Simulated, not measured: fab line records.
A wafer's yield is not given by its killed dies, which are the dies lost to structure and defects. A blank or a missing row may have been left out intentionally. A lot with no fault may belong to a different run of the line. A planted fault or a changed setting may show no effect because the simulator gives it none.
3 desks looking at one fault ; flow n5 finfet ; numbers are kept per desk, each desk with only its own; the story behind them comes last

FROM THE METROLOGY DESK
Means of the sampled wafers that have a number, per lot and without regard to the tool the lot ran on: this is what the gauges read. Marked OUT: a lot whose mean sits more than 4 standard deviations from the usual mean, which makes it out of limits; the brackets give that distance.
Columns: A = cd nm at N5_BEOL_M11_CD_MEAS_28, usual 70.0 nm; B = V10_OVL at N5_BEOL_M11_OVL_MEAS_29, usual 0.3 nm
lot;first seen here;A;B
L470;day 12 03:13;70.3;0.6
L473;day 12 10:29;69.1;0.7
L482;day 15 01:55;69.7;1.2
L486;day 15 20:09;71.3;1.0
L483;day 15 20:19;69.7;1.1
L488;day 16 23:55;70.0;-0.3
Finding of this desk: none of the 6 lots has anything out of limits.

THE DEFECT DESK
Inspection counts along the route, by lot: the mean over sampled wafers that carry a number. Marked OUT: a lot whose mean sits more than 4 standard deviations from the usual mean, which makes it out of limits; the brackets give that distance.
Columns: A = raw defect count at N5_BEOL_M11_INSPECT_30, usual 433
lot;first seen here;A
L470;day 12 03:16;586
L473;day 12 10:33;421
L482;day 15 01:58;421
L486;day 15 20:12;577
L483;day 15 20:22;411
L488;day 16 23:59;427
Finding of this desk: none of the 6 lots has anything out of limits.

FOR THE TOOL OWNER'S DESK: rie diel-01
The tool's own readings at N5_BEOL_M11_ETCH_41 (etches SiCN in CH3F/O2, target depth 42.6 nm, time 86 s): means of the sampled wafers that have a number, for each lot that ran on this tool. Marked OUT: a lot whose mean sits more than 4 standard deviations from the usual mean, which makes it out of limits; the brackets give that distance.
Columns: A = CH3F_flow_sccm at N5_BEOL_M11_ETCH_41, usual 30.01 sccm; B = drypump motor current A at N5_BEOL_M11_ETCH_41, usual 5.9 A; C = oes product au at N5_BEOL_M11_ETCH_41, usual 0.79 a.u.; D = rf vpp V at N5_BEOL_M11_ETCH_41, usual 297.0 V; E = run length s at N5_BEOL_M11_ETCH_41, usual 109.4 s; F = showerhead plenum p Torr at N5_BEOL_M11_ETCH_41, usual 1.98 Torr; G = throttle valve pct at N5_BEOL_M11_ETCH_41, usual 16.36 %
lot;first seen here;A;B;C;D;E;F;G
L470;day 12 03:58;29.97;6.0;0.78;297.4;108.9;1.98;16.45
L473;day 12 11:07;29.95;5.9;0.82;297.3;109.8;1.99;16.42
L482;day 15 02:22;30.01;5.9;0.79;297.4;112.5 (+6.0) OUT;1.98;16.46
L483;day 15 20:46;30.09;5.9;0.79;297.4;112.5 (+6.0) OUT;1.98;16.48
This desk finds L482, L483 out of limits, L482 being first, at day 15 02:22 (run length s at N5_BEOL_M11_ETCH_41). L470, L473 stayed within limits.

TAKEN TOGETHER
The tool owner's desk could have raised an alarm at day 15 02:22, on L482, L483.
Nothing out of limits was seen by the metrology desk.
Nothing the defect desk looked at was out of limits.
The metrology desk holds a record of L482, L483, inside its limits.
The defect desk has L482, L483 on record, within its limits.
On rie diel-01, each named lot ran N5_BEOL_M11_ETCH_41.

WHAT THE SIMULATOR HAD PUT IN
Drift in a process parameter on rie diel-01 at N5_BEOL_M11_ETCH_41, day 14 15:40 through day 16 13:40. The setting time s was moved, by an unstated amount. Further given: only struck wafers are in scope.
Struck lots among those shown: L482, L483.
Delay in hours, fault start to first out-of-limits reading, by desk: the tool owner's desk at 11.
